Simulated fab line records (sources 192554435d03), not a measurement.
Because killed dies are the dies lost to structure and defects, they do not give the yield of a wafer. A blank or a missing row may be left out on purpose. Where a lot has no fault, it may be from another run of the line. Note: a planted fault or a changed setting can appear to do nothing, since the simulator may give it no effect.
fab line records ; flow n5_finfet
record lots=7; wafers=21
route steps=1938 shown BEOL_M9@1407 BEOL_M10@1494 BEOL_M11@1562 BEOL_M12@1649
start_h: start of the lot's first displayed wafer, in hours after the record's first day ; wait_h: hours elapsed since this lot's preceding step ; " the same as in the row above ; L1.1+2: several wafers, shown together as one row ; - value missing, or start not given ; * or withheld: withheld ; < > ~ a bound
route shown NAME@n: names a module that has steps shown in the file, with the first one's number in the route ; usual: mean/standard deviation taken from wafers without a fault ; same: alike in all rows ; chamber/n: place in a boat ; sites: readings site by site ; _std_site: the values' standard deviation ; _edge_site: the outer-site mean with the inner-site mean subtracted ; radius_mm: for every site, how far away it sits from the centre of the wafer ; mask NAME#n: copy n ; behind: tool/chamber where the wafer was last shaped ; hold: why the lot went on hold/how many hours it stayed there/how the hold came to an end ; device: the n, p or np transistor that did not switch ; end of line: tests run on the same wafers once the route is complete ; where a step has no rows: the recipe by itself ; killed: the dies lost at the first sort to structure and to defects; this is not the yield of the wafer ; map: per-die view of a wafer (x killed, . not killed, _ where there is no die)
set.NAME: the setting that was run; set.NAME@STEP: the one run at that earlier step ; model.NAME: the simulator's own value behind a step, which no gauge read
lots where settings were altered on purpose, with a table for each step and a row for each wafer
## steps
# step N5_BEOL_M9_COAT_60
# recipe resist=SiARC; temp_c=220; time_s=60; spin_rpm=1500; resist_thk_nm=30
lot.wafer;tool;chamber;start_h;wait_h;set.spin_rpm;model.SiARC_of_BEOL_M9_COAT_60.thk_nm
L083.3+4+6;litho_track-04;0;-;-;1500;30
L090.1+2+6;litho_track-03;0;-;-;1500;30.2
L091.2+4+5;litho_track-01;0;-;-;1500;30
L089.2;litho_track-04;0;-;-;1647;28.6
L089.5+6;litho_track-04;0;-;-;1500;30
L092.1;litho_track-01;0;-;-;1639;28.6
L092.3;litho_track-01;0;-;-;1500;30.2
L092.5;litho_track-01;0;-;-;1500;30
L094.2+4+6;litho_track-04;0;-;-;1500;30
L097.1+4;litho_track-03;0;-;-;1500;30
L097.2;litho_track-03;0;-;-;1385;31.2
# step N5_BEOL_M9_COAT_05
# recipe resist=CAR-ArF; spin_rpm=1500; resist_thk_nm=90
# step N5_BEOL_M9_EBR_07
# recipe solvent=PGMEA; ebr_width_mm=1.5
# step N5_BEOL_M9_DESCUM_16
# recipe chemistry=O2; time_s=7.9; source_power_w=50; bias_power_w=20; pressure_mtorr=20; rf_frequency_hz=2.712e+07; temp_c=40; resist=CAR-ArF; o2_flow_sccm=225
# step N5_BEOL_M9_ETCH_61
# recipe chemistry=CF4; target=SiARC; target_depth_a=390; mask_material=CAR-ArF; time_s=65; ion_energy_ev=80; pressure_mtorr=40; source_w=545; bias_w=36; Ar_flow_sccm=100; cf4_flow_sccm=100; ends=cleared
lot.wafer;tool;chamber;start_h;wait_h;set.spin_rpm@BEOL_M9_COAT_60;model.etch.depth_nm;model.CAR-ArF_of_BEOL_M9_COAT_05.thk_nm
L083.3;rie_diel-04;3;266.27;0.0;1500;29.92;55.4
L083.4+6;rie_diel-04;1,0;266.27;0.0;1500;29.91;55.2
L090.1;rie_diel-01;3;305.86;0.0;1500;30.26;55.6
L090.2;rie_diel-01;0;305.86;0.0;1500;30.12;55.4
L090.6;rie_diel-01;3;305.86;0.0;1500;30.13;55.4
L091.2;rie_diel-03;2;310.25;0.0;1500;29.94;55.6
L091.4;rie_diel-03;0;310.25;0.0;1500;30.01;55.4
L091.5;rie_diel-03;2;310.25;0.0;1500;30.03;55.6
L089.2;rie_diel-04;3;310.41;0.0;1647;28.6;57
L089.5;rie_diel-04;0;310.41;0.0;1500;29.99;55.6
L089.6;rie_diel-04;3;310.41;0.0;1500;30.05;55.6
L092.1;rie_diel-01;3;323.47;0.0;1639;28.68;56.8
L092.3;rie_diel-01;2;323.47;0.0;1500;30.1;55.4
L092.5;rie_diel-01;1;323.47;0.0;1500;30.1;55.2
L094.2;rie_diel-03;2;330.40;0.0;1500;29.91;55.6
L094.4;rie_diel-03;0;330.40;0.0;1500;29.99;55.4
L094.6;rie_diel-03;2;330.40;0.0;1500;30.01;55.6
L097.1;rie_diel-04;1;362.02;0.0;1500;30.03;55.2
L097.2;rie_diel-04;3;362.02;0.0;1385;31.21;54.2
L097.4;rie_diel-04;2;362.02;0.0;1500;30.04;55.4
# step N5_BEOL_M9_ETCH_62
# recipe chemistry=N2/H2; target=SOC; target_depth_a=1100; overetch_a=220; mask_material=SiARC; temp_c=40; time_s=165; ion_energy_ev=200; pressure_mtorr=30; source_w=840; bias_w=150; n2_flow_sccm=200; h2_flow_sccm=200
lot.wafer;tool;chamber;start_h;wait_h;set.spin_rpm@BEOL_M9_COAT_60;model.SiARC_of_BEOL_M9_COAT_60.thk_nm
L083.3+4;rie_diel-04;3,1;266.32;0.0;1500;23.4
L083.6;rie_diel-04;0;266.32;0.0;1500;23.2
L090.1+2+6;rie_diel-01;3,0,3;305.91;0.0;1500;23.8
L091.2+5;rie_diel-03;2;310.30;0.0;1500;23.4
L091.4;rie_diel-03;0;310.30;0.0;1500;23.6
L089.2;rie_diel-04;3;310.46;0.0;1647;22.2
L089.5;rie_diel-04;0;310.46;0.0;1500;23.2
L089.6;rie_diel-04;3;310.46;0.0;1500;23.6
L092.1;rie_diel-01;3;323.52;0.0;1639;22.2
L092.3;rie_diel-01;2;323.52;0.0;1500;23.4
L092.5;rie_diel-01;1;323.52;0.0;1500;23.8
L094.2+6;rie_diel-03;2;330.45;0.0;1500;23.4
L094.4;rie_diel-03;0;330.45;0.0;1500;23.6
L097.1+4;rie_diel-04;1,2;362.07;0.0;1500;23.6
L097.2;rie_diel-04;3;362.07;0.0;1385;24.8
# step N5_BEOL_M9_COAT_22
# recipe resist=CAR-EUV; spin_rpm=1500; resist_thk_nm=30
lot.wafer;tool;chamber;start_h;wait_h;set.spin_rpm;model.CAR-EUV_of_BEOL_M9_COAT_22.thk_nm
L083.3+4+6;litho_track-04;0;-;-;1500;30
L090.1+6;litho_track-04;0;-;-;1500;30
L090.2;litho_track-04;0;-;-;1500;29.8
L091.2+5;litho_track-03;0;-;-;1500;29.8
L091.4;litho_track-03;0;-;-;1500;30
L089.2;litho_track-04;0;-;-;1337;31.6
L089.5+6;litho_track-04;0;-;-;1500;30
L094.2;litho_track-01;0;-;-;1585;29.2
L094.4;litho_track-01;0;-;-;1500;30
L094.6;litho_track-01;0;-;-;1585;29
L092.1;litho_track-04;0;-;-;1500;29.8
L092.3;litho_track-04;0;-;-;1607;28.8
L092.5;litho_track-04;0;-;-;1500;30
L097.1+2+4;litho_track-03;0;-;-;1500;30
# step N5_BEOL_M9_EXPOSE_25
# recipe mask_id=V8; na=0.33; source_shape=annular; sigma_inner=0.4; sigma_outer=0.8; polarization=unpolarized; dose_mj=37.25
lot.wafer;tool;chamber;start_h;wait_h;mask;set.dose_mj
L083.3+4+6;euv_scanner-02;0;268.77;-;V8#0;37.25
L090.1+2+6;euv_scanner-02;0;308.60;-;V8#0;37.25
L091.2;euv_scanner-01;0;311.00;-;V8#0;38.59
L091.4+5;euv_scanner-01;0;311.00;-;V8#0;37.25
L089.2+5+6;euv_scanner-01;0;311.04;-;V8#0;39.94
L094.2+4;euv_scanner-02;0;332.98;-;V8#0;35.86
L094.6;euv_scanner-02;0;332.98;-;V8#0;37.25
L092.1+5;euv_scanner-01;0;333.14;-;V8#0;37.25
L092.3;euv_scanner-01;0;333.14;-;V8#0;35.31
L097.1;euv_scanner-01;0;362.72;-;V8#0;38.78
L097.2+4;euv_scanner-01;0;362.72;-;V8#0;37.25
# step N5_BEOL_M9_PEB_26
# recipe peb_temp_c=100; peb_time_s=60; resist=CAR-EUV
# step N5_BEOL_M9_DEVELOP_27
# recipe develop_time_s=30; developer=TMAH; resist=CAR-EUV; rinse_liquid=surfactant_rinse; dry=air_spin; dev_temp_c=23
lot.wafer;tool;chamber;start_h;wait_h;set.spin_rpm@BEOL_M9_COAT_22;model.CAR-EUV_of_BEOL_M9_COAT_22.thk_nm
L083.3+4+6;litho_track-01;0;-;-;1500;29.6
L090.1;litho_track-01;0;-;-;1500;29.6
L090.2+6;litho_track-01;0;-;-;1500;29.4
L091.2+4+5;litho_track-01;0;-;-;1500;29.4
L089.2;litho_track-04;0;-;-;1337;31.2
L089.5+6;litho_track-04;0;-;-;1500;29.4
L094.2+6;litho_track-03;0;-;-;1585;28.6
L094.4;litho_track-03;0;-;-;1500;29.6
L092.1+5;litho_track-03;0;-;-;1500;29.4
L092.3;litho_track-03;0;-;-;1607;28.4
L097.1+2+4;litho_track-04;0;-;-;1500;29.6
# step N5_BEOL_M9_CD_MEAS_28
# recipe target_cd_nm=70; landing_energy_ev=500; detector=se_inlens; polarity=opening
# usual cd_nm=69.96/0.27
lot.wafer;tool;chamber;start_h;wait_h;set.dose_mj@BEOL_M9_EXPOSE_25;cd_nm
L083.3;cd_sem-01;0;268.89;-;37.25;69.60
L083.4;cd_sem-01;0;268.89;-;37.25;70.41
L083.6;cd_sem-01;0;268.89;-;37.25;69.55
L090.1;cd_sem-02;0;308.73;-;37.25;70.13
L090.2;cd_sem-02;0;308.73;-;37.25;69.99
L090.6;cd_sem-02;0;308.73;-;37.25;69.94
L091.2;cd_sem-03;0;311.12;-;38.59;71.04
L091.4;cd_sem-03;0;311.12;-;37.25;69.85
L091.5;cd_sem-03;0;311.12;-;37.25;69.69
L089.2;cd_sem-01;0;311.16;-;39.94;71.61
L089.5;cd_sem-01;0;311.16;-;39.94;72.04
L089.6;cd_sem-01;0;311.16;-;39.94;71.38
L094.2;cd_sem-02;0;333.10;-;35.86;69.01
L094.4;cd_sem-02;0;333.10;-;35.86;69.53
L094.6;cd_sem-02;0;333.10;-;37.25;69.89
L092.1;cd_sem-03;0;333.27;-;37.25;70.49
L092.3;cd_sem-03;0;333.27;-;35.31;68.76
L092.5;cd_sem-03;0;333.27;-;37.25;70.26
L097.1;cd_sem-01;0;362.84;-;38.78;70.48
L097.2;cd_sem-01;0;362.84;-;37.25;69.82
L097.4;cd_sem-01;0;362.84;-;37.25;69.30
# step N5_BEOL_M9_DESCUM_33
# recipe chemistry=O2; time_s=7; source_power_w=50; bias_power_w=20; pressure_mtorr=20; rf_frequency_hz=2.712e+07; temp_c=40; resist=CAR-EUV; o2_flow_sccm=225
# step N5_BEOL_M9_ETCH_76
# recipe chemistry=N2/H2; target=underlayer; target_depth_a=65; mask_material=CAR-EUV; time_s=5.2; ion_energy_ev=200; pressure_mtorr=30; source_w=840; bias_w=150; n2_flow_sccm=200; h2_flow_sccm=200; ends=cleared
lot.wafer;tool;chamber;start_h;wait_h;set.spin_rpm@BEOL_M9_COAT_22;model.CAR-EUV_of_BEOL_M9_COAT_22.thk_nm
L083.3+6;rie_diel-04;0,2;269.54;0.0;1500;20.4
L083.4;rie_diel-04;2;269.54;0.0;1500;20.6
L090.1;rie_diel-01;3;308.88;0.0;1500;20.4
L090.2+6;rie_diel-01;0;308.88;0.0;1500;20.2
L091.2+5;rie_diel-03;2,3;311.28;0.0;1500;20.2
L091.4;rie_diel-03;0;311.28;0.0;1500;20.4
L089.2;rie_diel-04;0;311.32;0.0;1337;21.8
L089.5+6;rie_diel-04;1,2;311.32;0.0;1500;20.4
L094.2;rie_diel-01;0;333.28;0.0;1585;19.4
L094.4;rie_diel-01;3;333.28;0.0;1500;20.4
L094.6;rie_diel-01;2;333.28;0.0;1585;19.2
L092.1+5;rie_diel-01;2,0;333.91;0.0;1500;20.2
L092.3;rie_diel-01;0;333.91;0.0;1607;19.2
L097.1+4;rie_diel-03;0,2;363.27;0.0;1500;20.4
L097.2;rie_diel-03;3;363.27;0.0;1500;20.6
# step N5_BEOL_M10_COAT_63
# recipe resist=SOC; temp_c=250; time_s=60; spin_rpm=1500; resist_thk_nm=100
lot.wafer;tool;chamber;start_h;wait_h;set.spin_rpm;model.SOC_of_BEOL_M10_COAT_63.thk_nm
L083.3;litho_track-03;0;281.72;4.2;1595;97.6
L083.4;litho_track-03;0;281.72;4.2;1500;100.6
L083.6;litho_track-03;0;281.72;4.2;1595;97.4
L090.1+6;litho_track-02;0;315.66;1.8;1500;99.8
L090.2;litho_track-02;0;315.66;1.8;1500;100
L091.2;litho_track-02;0;321.90;4.2;1500;99.8
L091.4+5;litho_track-02;0;321.90;4.2;1500;100
L089.2+6;litho_track-05;0;321.90;3.9;1500;100
L089.5;litho_track-05;0;321.90;3.9;1341;106
L092.1;litho_track-02;0;340.40;0.1;1500;100
L092.3;litho_track-02;0;340.40;0.1;1500;99.8
L092.5;litho_track-02;0;340.40;0.1;1551;98.2
L094.2;litho_track-05;0;340.58;0.4;1500;99.8
L094.4+6;litho_track-05;0;340.58;0.4;1500;99.6
L097.1;litho_track-02;0;371.94;0.5;1500;100
L097.2+4;litho_track-02;0;371.94;0.5;1500;100.2
# step N5_BEOL_M10_COAT_64
# recipe resist=SiARC; temp_c=220; time_s=60; spin_rpm=1500; resist_thk_nm=30
# step N5_BEOL_M10_COAT_22
# recipe resist=CAR-ArF; spin_rpm=1500; resist_thk_nm=90
# step N5_BEOL_M10_DESCUM_33
# recipe chemistry=O2; time_s=7.9; source_power_w=50; bias_power_w=20; pressure_mtorr=20; rf_frequency_hz=2.712e+07; temp_c=40; resist=CAR-ArF; o2_flow_sccm=225
# step N5_BEOL_M10_ETCH_65
# recipe chemistry=CF4; target=SiARC; target_depth_a=390; mask_material=CAR-ArF; time_s=65; ion_energy_ev=80; pressure_mtorr=40; source_w=545; bias_w=36; Ar_flow_sccm=100; cf4_flow_sccm=100; ends=cleared
# step N5_BEOL_M10_ETCH_66
# recipe chemistry=N2/H2; target=SOC; target_depth_a=1200; overetch_a=240; mask_material=SiARC; temp_c=40; time_s=180; ion_energy_ev=200; pressure_mtorr=30; source_w=840; bias_w=150; n2_flow_sccm=200; h2_flow_sccm=200
lot.wafer;tool;chamber;start_h;wait_h;set.spin_rpm@BEOL_M10_COAT_63;model.etch.depth_nm
L083.3;rie_diel-02;3;282.30;0.0;1595;97.6
L083.4;rie_diel-02;2;282.30;0.0;1500;100.7
L083.6;rie_diel-02;2;282.30;0.0;1595;97.41
L090.1;rie_diel-05;3;316.21;0.0;1500;99.73
L090.2;rie_diel-05;1;316.21;0.0;1500;99.95
L090.6;rie_diel-05;1;316.21;0.0;1500;99.74
L091.2;rie_diel-06;2;322.32;0.0;1500;99.88
L091.4;rie_diel-06;0;322.32;0.0;1500;99.95
L091.5;rie_diel-06;0;322.32;0.0;1500;99.98
L089.2;rie_diel-02;1;322.51;0.0;1500;100.1
L089.5;rie_diel-02;2;322.51;0.0;1341;105.9
L089.6;rie_diel-02;3;322.51;0.0;1500;99.98
L092.1;rie_diel-05;0;340.98;0.0;1500;99.92
L092.3;rie_diel-05;3;340.98;0.0;1500;99.89
L092.5;rie_diel-05;1;340.98;0.0;1551;98.25
L094.2;rie_diel-05;3;341.58;0.0;1500;99.78
L094.4+6;rie_diel-05;1,0;341.58;0.0;1500;99.65
L097.1;rie_diel-05;0;372.36;0.0;1500;100
L097.2+4;rie_diel-05;2,1;372.36;0.0;1500;100.1
# step N5_BEOL_M11_COAT_22
# recipe resist=CAR-ArF; spin_rpm=1500; resist_thk_nm=90
lot.wafer;tool;chamber;start_h;wait_h;set.spin_rpm;model.CAR-ArF_of_BEOL_M11_COAT_22.thk_nm
L083.3;litho_track-01;0;-;-;1500;89.8
L083.4;litho_track-01;0;-;-;1500;89.6
L083.6;litho_track-01;0;-;-;1500;90
L090.1;litho_track-01;0;-;-;1500;90.2
L090.2+6;litho_track-01;0;-;-;1500;90
L091.2;litho_track-04;0;-;-;1500;90.2
L091.4+5;litho_track-04;0;-;-;1500;90
L089.2;litho_track-02;0;-;-;1500;89.4
L089.5;litho_track-02;0;-;-;1450;91.6
L089.6;litho_track-02;0;-;-;1500;90.2
L092.1+3;litho_track-02;0;-;-;1381;93.8
L092.5;litho_track-02;0;-;-;1500;90
L094.2;litho_track-01;0;-;-;1652;86.2
L094.4+6;litho_track-01;0;-;-;1500;90.2
L097.1;litho_track-04;0;-;-;1367;94
L097.2;litho_track-04;0;-;-;1500;90
L097.4;litho_track-04;0;-;-;1367;94.2
# step N5_BEOL_M11_EXPOSE_25
# recipe mask_id=V10; na=1.35; source_shape=annular; sigma_inner=0.5; sigma_outer=0.8; polarization=unpolarized; dose_mj=85.5
lot.wafer;tool;chamber;start_h;wait_h;mask;set.dose_mj
L083.3+4;arfi_scanner-01;0;290.15;-;V10#0;79.19
L083.6;arfi_scanner-01;0;290.15;-;V10#0;85.5
L090.1+2+6;arfi_scanner-03;0;333.00;-;V10#0;85.5
L091.2;arfi_scanner-01;0;333.34;-;V10#0;87.1
L091.4+5;arfi_scanner-01;0;333.34;-;V10#0;85.5
L089.2+5;arfi_scanner-02;0;334.76;-;V10#0;85.5
L089.6;arfi_scanner-02;0;334.76;-;V10#0;81.67
L092.1+5;arfi_scanner-03;0;349.57;-;V10#0;88.95
L092.3;arfi_scanner-03;0;349.57;-;V10#0;85.5
L094.2+4;arfi_scanner-01;0;350.59;-;V10#0;85.5
L094.6;arfi_scanner-01;0;350.59;-;V10#0;89.28
L097.1;arfi_scanner-03;0;381.65;-;V10#0;89.27
L097.2+4;arfi_scanner-03;0;381.65;-;V10#0;85.5
# step N5_BEOL_M11_PEB_26
# recipe peb_temp_c=withheld; peb_time_s=60; resist=CAR-ArF
# step N5_BEOL_M11_DEVELOP_27
# recipe develop_time_s=30; developer=TMAH; resist=CAR-ArF; rinse_liquid=diw; dry=air_spin; dev_temp_c=23
# step N5_BEOL_M11_CD_MEAS_28
# recipe target_cd_nm=70; landing_energy_ev=500; detector=se_inlens; polarity=opening
# usual cd_nm=69.5/0.97
lot.wafer;tool;chamber;start_h;wait_h;set.dose_mj@BEOL_M11_EXPOSE_25;cd_nm
L083.3;cd_sem-03;0;290.27;-;79.19;62.3
L083.4;cd_sem-03;0;290.27;-;79.19;61.5
L083.6;cd_sem-03;0;290.27;-;85.5;68.6
L090.1;cd_sem-03;0;333.13;-;85.5;68.3
L090.2;cd_sem-03;0;333.13;-;85.5;67.4
L090.6;cd_sem-03;0;333.13;-;85.5;67.7
L091.2;cd_sem-01;0;333.47;-;87.1;72.8
L091.4;cd_sem-01;0;333.47;-;85.5;69.1
L091.5;cd_sem-01;0;333.47;-;85.5;70.7
L089.2;cd_sem-03;0;334.89;-;85.5;70.0
L089.5;cd_sem-03;0;334.89;-;85.5;68.0
L089.6;cd_sem-03;0;334.89;-;81.67;64.7
L092.1;cd_sem-02;0;349.70;-;88.95;72.5
L092.3;cd_sem-02;0;349.70;-;85.5;69.5
L092.5;cd_sem-02;0;349.70;-;88.95;72.6
L094.2;cd_sem-01;0;350.71;-;85.5;70.0
L094.4;cd_sem-01;0;350.71;-;85.5;70.2
L094.6;cd_sem-01;0;350.71;-;89.28;72.3
L097.1;cd_sem-03;0;381.79;-;89.27;73.2
L097.2;cd_sem-03;0;381.79;-;85.5;69.8
L097.4;cd_sem-03;0;381.79;-;85.5;68.6
# step N5_BEOL_M11_DESCUM_33
# recipe chemistry=O2; time_s=7.9; source_power_w=50; bias_power_w=20; pressure_mtorr=20; rf_frequency_hz=2.712e+07; temp_c=40; resist=CAR-ArF; o2_flow_sccm=225
# step N5_BEOL_M11_ETCH_65
# recipe chemistry=CF4; target=SiARC; target_depth_a=390; mask_material=CAR-ArF; time_s=65; ion_energy_ev=80; pressure_mtorr=40; source_w=545; bias_w=36; Ar_flow_sccm=100; cf4_flow_sccm=100; ends=cleared
lot.wafer;tool;chamber;start_h;wait_h;set.spin_rpm@BEOL_M11_COAT_22;model.CAR-ArF_of_BEOL_M11_COAT_22.thk_nm
L083.3+6;rie_diel-04;1;290.39;0.0;1500;55.6
L083.4;rie_diel-04;2;290.39;0.0;1500;55.4
L090.1+6;rie_diel-04;3,2;333.51;0.0;1500;55.6
L090.2;rie_diel-04;0;333.51;0.0;1500;55.4
L091.2+5;rie_diel-01;2,3;334.34;0.0;1500;55.6
L091.4;rie_diel-01;0;334.34;0.0;1500;55.4
L089.2;rie_diel-03;1;335.23;0.0;1500;55
L089.5;rie_diel-03;2;335.23;0.0;1450;57.2
L089.6;rie_diel-03;3;335.23;0.0;1500;55.8
L092.1+3;rie_diel-01;0,2;349.83;0.0;1381;59.4
L092.5;rie_diel-01;0;349.83;0.0;1500;55.6
L094.2;rie_diel-04;3;350.83;0.0;1652;51.6
L094.4+6;rie_diel-04;2;350.83;0.0;1500;55.8
L097.1;rie_diel-01;1;382.09;0.0;1367;59.4
L097.2;rie_diel-01;2;382.09;0.0;1500;55.4
L097.4;rie_diel-01;3;382.09;0.0;1367;59.6
# step N5_BEOL_M12_SPUTTER_44
# recipe material=Ta; target_thk_a=100; temp_c=50; bias_v=80; power_w=15000; chamber_pressure_pa=0.07; time_s=16.13
lot.wafer;tool;chamber;start_h;wait_h;set.time_s;model.Ta_of_BEOL_M12_SPUTTER_44.thk_nm
L083.3+4;pvd_sputter-01;-;301.68;0.0;13.84;8.6
L083.6;pvd_sputter-01;-;301.68;0.0;16.13;10
L090.1;pvd_sputter-02;-;339.24;0.0;16.13;10
L090.2+6;pvd_sputter-02;-;339.24;0.0;16.13;10.2
L091.2;pvd_sputter-02;-;340.24;0.0;15.09;9.6
L091.4;pvd_sputter-02;-;340.24;0.0;15.09;9.2
L091.5;pvd_sputter-02;-;340.24;0.0;16.13;10
L089.2;pvd_sputter-01;-;345.43;0.0;16.13;10.4
L089.5;pvd_sputter-01;-;345.43;0.0;14.38;8.8
L089.6;pvd_sputter-01;-;345.43;0.0;16.13;10
L092.1;pvd_sputter-01;-;361.55;0.0;16.13;10.2
L092.3;pvd_sputter-01;-;361.55;0.0;16.13;9.8
L092.5;pvd_sputter-01;-;361.55;0.0;16.13;10
L094.2;pvd_sputter-01;-;361.91;0.0;17.99;11
L094.4;pvd_sputter-01;-;361.91;0.0;17.99;11.2
L094.6;pvd_sputter-01;-;361.91;0.0;17.99;11.4
L097.1;pvd_sputter-03;-;396.42;0.0;17.58;11
L097.2;pvd_sputter-03;-;396.42;0.0;16.13;10
L097.4;pvd_sputter-03;-;396.42;0.0;16.13;10.2
## key
split step=N5_BEOL_M9_COAT_60; setting=spin_rpm; stated=1500; by=wafer
response step=N5_BEOL_M9_COAT_60; reading=model.SiARC_of_BEOL_M9_COAT_60.thk_nm; change=-0.153; per=1%; r=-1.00
response step=N5_BEOL_M9_ETCH_61; reading=model.etch.depth_nm; change=-0.15; per=1%; r=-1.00
response step=N5_BEOL_M9_ETCH_61; reading=model.CAR-ArF_of_BEOL_M9_COAT_05.thk_nm; change=+0.15; per=1%; r=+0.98
response step=N5_BEOL_M9_ETCH_62; reading=model.SiARC_of_BEOL_M9_COAT_60.thk_nm; change=-0.141; per=1%; r=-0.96
split step=N5_BEOL_M9_COAT_22; setting=spin_rpm; stated=1500; by=wafer
response step=N5_BEOL_M9_COAT_22; reading=model.CAR-EUV_of_BEOL_M9_COAT_22.thk_nm; change=-0.151; per=1%; r=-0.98
response step=N5_BEOL_M9_DEVELOP_27; reading=model.CAR-EUV_of_BEOL_M9_COAT_22.thk_nm; change=-0.161; per=1%; r=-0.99
response step=N5_BEOL_M9_ETCH_76; reading=model.CAR-EUV_of_BEOL_M9_COAT_22.thk_nm; change=-0.142; per=1%; r=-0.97
split step=N5_BEOL_M9_EXPOSE_25; setting=dose_mj; stated=37.25; by=wafer
response step=N5_BEOL_M9_CD_MEAS_28; reading=cd_nm; change=+0.269; per=1%; r=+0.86
split step=N5_BEOL_M10_COAT_63; setting=spin_rpm; stated=1500; by=wafer
response step=N5_BEOL_M10_COAT_63; reading=model.SOC_of_BEOL_M10_COAT_63.thk_nm; change=-0.543; per=1%; r=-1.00
response step=N5_BEOL_M10_ETCH_66; reading=model.etch.depth_nm; change=-0.538; per=1%; r=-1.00
split step=N5_BEOL_M11_COAT_22; setting=spin_rpm; stated=1500; by=wafer
response step=N5_BEOL_M11_COAT_22; reading=model.CAR-ArF_of_BEOL_M11_COAT_22.thk_nm; change=-0.443; per=1%; r=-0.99
response step=N5_BEOL_M11_ETCH_65; reading=model.CAR-ArF_of_BEOL_M11_COAT_22.thk_nm; change=-0.451; per=1%; r=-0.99
split step=N5_BEOL_M11_EXPOSE_25; setting=dose_mj; stated=85.5; by=wafer
response step=N5_BEOL_M11_CD_MEAS_28; reading=cd_nm; change=+0.852; per=1%; r=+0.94
split step=N5_BEOL_M12_SPUTTER_44; setting=time_s; stated=16.13; by=wafer
response step=N5_BEOL_M12_SPUTTER_44; reading=model.Ta_of_BEOL_M12_SPUTTER_44.thk_nm; change=+0.106; per=1%; r=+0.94
